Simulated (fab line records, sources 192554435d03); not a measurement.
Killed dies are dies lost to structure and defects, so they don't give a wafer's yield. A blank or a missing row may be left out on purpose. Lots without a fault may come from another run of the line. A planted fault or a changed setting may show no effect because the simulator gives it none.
Which tool did it? | flow n5_finfet | 12 lots, 36 wafers sampled, at 5 steps of a route of 1938

WHAT THE GAUGES READ, wafer by wafer
N5_BEOL_M3_CD_MEAS_28: target cd 25.7 nm, target cd y 23.3 nm.
lot  | measured     | on        | cd_nm (nm)
L074 | day 7 09:23  | cd_sem-01 | 25.88 25.73 25.70
L077 | day 7 20:55  | cd_sem-03 | 25.17 25.53 25.50
L079 | day 8 04:14  | cd_sem-03 | 25.73 25.58 25.73
L081 | day 9 02:37  | cd_sem-03 | 25.36 25.66 25.75
L083 | day 9 12:06  | cd_sem-01 | 25.77 25.85 25.71
L085 | day 9 22:59  | cd_sem-01 | 25.73 25.82 25.56
L088 | day 10 12:14 | cd_sem-01 | 25.43 25.99 26.09
L089 | day 11 02:08 | cd_sem-03 | 25.17 25.71 25.61
L091 | day 11 09:36 | cd_sem-02 | 25.71 25.59 25.42
L093 | day 11 21:48 | cd_sem-02 | 25.48 25.50 25.25
L095 | day 12 12:27 | cd_sem-01 | 25.82 25.62 25.52
L097 | day 12 21:26 | cd_sem-03 | 25.52 25.54 25.06

WHICH TOOL RAN EACH LOT (tool, then ch and the chambers of the sampled wafers, then the start)
lot  | N5_BEOL_M2_SPUTTER_86        | N5_BEOL_M2_SPUTTER_92        | N5_BEOL_M3_PECVD_72            | N5_BEOL_M3_ETCH_74
L074 | pvd_sputter-01, day 7 04:52  | pvd_sputter-01, day 7 05:31  | pecvd-01 ch 0,2, day 7 07:15   | rie_diel-03 ch 1,3, day 7 08:36
L077 | pvd_sputter-02, day 7 16:59  | pvd_sputter-02, day 7 17:39  | pecvd-02 ch 0,1,2, day 7 19:19 | rie_diel-06 ch 0,2,3, day 7 20:05
L079 | pvd_sputter-01, day 8 00:16  | pvd_sputter-01, day 8 00:55  | pecvd-02 ch 1,2, day 8 02:38   | rie_diel-02 ch 0,2,3, day 8 03:31
L081 | pvd_sputter-02, day 8 21:11  | pvd_sputter-02, day 8 21:50  | pecvd-02 ch 0,1,2, day 8 23:46 | rie_diel-02 ch 0,2, day 9 01:46
L083 | pvd_sputter-01, day 9 02:42  | pvd_sputter-01, day 9 03:22  | pecvd-01 ch 1,2, day 9 08:18   | rie_diel-03 ch 2,3, day 9 11:10
L085 | pvd_sputter-03, day 9 16:58  | pvd_sputter-03, day 9 17:38  | pecvd-01 ch 0,2, day 9 21:19   | rie_diel-06 ch 0,1,3, day 9 22:08
L088 | pvd_sputter-01, day 10 07:43 | pvd_sputter-01, day 10 08:23 | pecvd-03 ch 0,1, day 10 10:05  | rie_diel-02 ch 0,2,3, day 10 11:23
L089 | pvd_sputter-02, day 10 21:41 | pvd_sputter-02, day 10 22:21 | pecvd-02 ch 0,2, day 11 00:08  | rie_diel-06 ch 0,2, day 11 01:22
L091 | pvd_sputter-02, day 11 04:27 | pvd_sputter-02, day 11 05:07 | pecvd-03 ch 0,2, day 11 06:52  | rie_diel-03 ch 0,1,3, day 11 08:46
L093 | pvd_sputter-03, day 11 17:55 | pvd_sputter-03, day 11 18:34 | pecvd-01 ch 1,2, day 11 20:13  | rie_diel-03 ch 1,2,3, day 11 20:58
L095 | pvd_sputter-02, day 12 07:53 | pvd_sputter-02, day 12 08:33 | pecvd-01 ch 1,2, day 12 10:16  | rie_diel-03 ch 0,1, day 12 11:37
L097 | pvd_sputter-01, day 12 16:34 | pvd_sputter-01, day 12 17:13 | pecvd-01 ch 1,2, day 12 18:59  | rie_diel-06 ch 0,1,3, day 12 20:41
- N5_BEOL_M2_SPUTTER_86: material Cu, target thk 4.5 nm, time 8.29 s.
- N5_BEOL_M2_SPUTTER_92: material Cu, target thk 4.5 nm, time 8.29 s.
- N5_BEOL_M3_PECVD_72: deposits SiO2 from TEOS/O2, target thk 16 nm, time 18 s.
- N5_BEOL_M3_ETCH_74: etches underlayer in N2/H2, target depth 6.5 nm, time 5.2 s.

THE ANSWER, worked out from the rows above alone
Rule: what is usual is taken from the lots themselves. Put in order of their means at a reading, lots are off if they are a third of the lots or fewer, leave a main group of 4 or more, and stand apart from it by a gap of 3 or more times the standard deviation of the main group's means; of several such gaps the widest counts. A main group whose means are all the same, to the digits that the tables above print for the reading, isn't used. A lot without any number at a reading at which 4 lots or more have one is off too. The other lots that the step has rows for count as sound.
No lot is off at any reading shown: from this, nothing can be told.

WHAT THE SIMULATOR HAD PUT IN
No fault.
